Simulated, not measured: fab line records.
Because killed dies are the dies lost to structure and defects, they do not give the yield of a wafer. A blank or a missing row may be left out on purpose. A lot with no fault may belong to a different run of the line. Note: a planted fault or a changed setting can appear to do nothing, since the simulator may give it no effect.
Code-filled problem report in 8D (eight disciplines) form :: flow nandHarc :: the parts of the form that need people (team, actions taken, sign-off) are left out

== 1. WHAT WENT WRONG ==
Mean of runLengthS at NHARC_THIN_TSV_ETCH_36: 34.7 s across 6 wafers in 2 lots; on wafers with no fault it is 39.8 s (standard deviation 0.39). Relative to the usual mean, that is a shift of -13 standard deviations.
The step: etches the open film in Cl2/BCl3, target depth 65 nm, time 18.571 s.
First observed at day 29 14:00: wafer L469.4, on rieMetal-01. The record has a number at this step for 42 wafers belonging to 14 lots. Rule for "out", or "out of limits": more than 4 standard deviations from the usual mean. The rest of the wafers with a number are treated as sound.

== 2. WHAT IT IS, WHAT IT ISN'T ==
question: which readings at this step
is: runLengthS
is not: drypumpMotorCurrentA, oesProductAu

question: which lots
is: L469, L471
is not: L456, L457, L459, L460, L461, L463, L464, L465, L472, L473, L475, L477

question: which wafers of those lots
is: all that have a number
is not: -

question: read on which tools
is: rieMetal-01
is not: rieMetal-02, rieMetal-03

question: when
is: from day 29 14:00
is not: up to then (24 sound wafers); but 12 sound wafers of L472, L473, L475, L477 came after

== 3. WHAT RULES OUT EACH SUSPECT ==
Counting: a tool stays on the suspect list if, at a process step up to the reading, it processed all lots that are out and no sound lot following the first of them.
- rieDiel-13 at NHARC_THIN_TSV_ETCHBACK_48 (etches the open film in C4F8/Ar, target depth 1028.5 nm, time 405.17 s): ruled out as a lasting fault. Following L469 (day 29 09:38), the first lot on it that is out, the sound lots L472 were run on it.
- rieMetal-01 at NHARC_THIN_TSV_ETCH_36 (etches the open film in Cl2/BCl3, target depth 65 nm, time 18.571 s): kept. It ran every lot that is out, first L469 (day 29 14:00), and no sound lot after that; its last sound lot up to then is L464 (day 27 23:29). Its own runLengthS readings are out on those wafers.
After counting, what remains is rieMetal-01 at NHARC_THIN_TSV_ETCH_36.

== 4. THE CAUSE (what the simulator had put in) ==
Process parameters drifting: rieMetal-01 at NHARC_THIN_TSV_ETCH_36, beginning at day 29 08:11. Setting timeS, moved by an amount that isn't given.
This tool alone remained once counting was done.

== 5. THE CHAIN OF EFFECTS, in route order ==
Each row: a reading where the mean over the struck wafers with a number is more than 3 standard deviations away from the usual. Only readings whose record carries a usual standard deviation are examined. hours: median over the lots of the time between each lot's start at the first step of this table that gives one and its start at this step. sigmas: the change, counted in usual standard deviations.
hours: 0
step: NHARC_THIN_TSV_ETCH_36
reading: runLengthS
usual: 39.8 s
on struck wafers: 34.7
change: -5.1
sigmas: -13
The process steps in it:
- NHARC_THIN_TSV_ETCH_36: etches the open film in Cl2/BCl3, target depth 65 nm, time 18.571 s.

== 6. HOW IT WOULD HAVE BEEN CAUGHT EARLIER ==
In this record no reading fell out of limits until day 29 14:00, 6 hours after the fault had begun at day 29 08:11.
